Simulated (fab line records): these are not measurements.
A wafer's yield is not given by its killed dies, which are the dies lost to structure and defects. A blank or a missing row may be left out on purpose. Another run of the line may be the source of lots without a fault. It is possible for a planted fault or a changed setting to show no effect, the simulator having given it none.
Matching of chambers | flow nand-harc | rie-diel-08 running NHARC_A_CONTACT_DESCUM_47: 4 sister chambers
The step chemistry O2, time 3 s. 8 wafers are shown with their chamber, then 7 later ones without.

## WAFERS WITH THEIR CHAMBER
wafer  | chamber | showerhead-plenum-p-Torr (Torr) | rf-vpp-V (V)
L078.1 | 0       | 1.93                            | 56.8
L082.3 | 1       | 2.04                            | 58.0
L082.5 | 3       | 2.04                            | 59.0
L085.4 | 2       | 1.91                            | 57.2
L085.5 | 2       | 1.91                            | 58.8
L085.6 | 1       | 2.03                            | 58.7
L091.2 | 0       | 1.91                            | 57.8
L091.3 | 3       | 2.03                            | 60.4

## WAFERS WITHOUT THEIR CHAMBER
wafer  | showerhead-plenum-p-Torr (Torr) | rf-vpp-V (V)
L091.6 | 1.91                            | 57.3
L094.1 | 2.02                            | 58.2
L094.2 | 2.03                            | 57.0
L094.5 | 1.91                            | 56.5
L097.3 | 2.02                            | 58.9
L097.4 | 1.89                            | 57.8
L097.6 | 1.91                            | 57.7

## WHICH CHAMBER EACH ONE RAN IN
wafer  | from the rows above     | in truth
L091.6 | can't be placed: 2 or 0 | 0
L094.1 | can't be placed: 1 or 3 | 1
L094.2 | can't be placed: 1 or 3 | 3
L094.5 | can't be placed: 0 or 2 | 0
L097.3 | can't be placed: 1 or 3 | 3
L097.4 | can't be placed: 2 or 0 | 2
L097.6 | can't be placed: 2 or 0 | 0
0 of 7 placed correctly. These rows do not allow placing 7 (true chamber among the candidates in 7). Placed wrongly: 0.
How it was worked out, from the rows above alone: a wafer's distance from a chamber is the root of the sum, over the readings, of the square of ((its reading less the chamber's mean) divided by the reading's scatter). If the next closest chamber is less than 2 further off than the closest, the wafer can't be placed; otherwise it belongs to the closest. A chamber's mean is the mean of its shown wafers. The scatter is the square root of a quotient: the sum, over the shown wafers, of each reading's squared deviation from its chamber's mean, divided by wafers minus chambers.
